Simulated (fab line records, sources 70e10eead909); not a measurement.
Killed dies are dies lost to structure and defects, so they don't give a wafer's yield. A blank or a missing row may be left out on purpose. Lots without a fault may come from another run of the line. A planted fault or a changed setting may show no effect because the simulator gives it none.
Which tool did it? | flow nand_harc | 6 lots, 18 wafers sampled, at 1 step of a route of 1302

WHAT THE GAUGES READ, wafer by wafer
NHARC_A_CHANNEL_HOLE_D2_CD_MEAS_18.
lot  | measured     | on        | cd_nm (nm)
L979 | day 14 03:23 | cd_sem-01 | 98.7 98.9 101.2
L982 | day 14 22:41 | cd_sem-01 | 101.3 101.6 99.3
L988 | day 17 23:26 | cd_sem-01 | 99.5 102.4 102.0
L995 | day 20 07:32 | cd_sem-03 | 100.0 100.1 100.6
L998 | day 22 00:59 | cd_sem-01 | 99.1 100.2 102.2
L101 | day 22 19:56 | cd_sem-03 | 99.3 97.2 97.8

WHICH TOOL RAN EACH LOT (tool, then ch and the chambers of the sampled wafers, then the start)
The record holds no process step before these readings.

THE ANSWER, worked out from the rows above alone
Rule: what is usual is taken from the lots themselves. Put in order of their means at a reading, lots are off if they are a third of the lots or fewer, leave a main group of 4 or more, and stand apart from it by a gap of 3 or more times the standard deviation of the main group's means; of several such gaps the widest counts. A main group whose means are all the same, to the digits that the tables above print for the reading, isn't used. A lot without any number at a reading at which 4 lots or more have one is off too. The other lots that the step has rows for count as sound.
No lot is off at any reading shown: from this, nothing can be told.

WHAT THE SIMULATOR HAD PUT IN
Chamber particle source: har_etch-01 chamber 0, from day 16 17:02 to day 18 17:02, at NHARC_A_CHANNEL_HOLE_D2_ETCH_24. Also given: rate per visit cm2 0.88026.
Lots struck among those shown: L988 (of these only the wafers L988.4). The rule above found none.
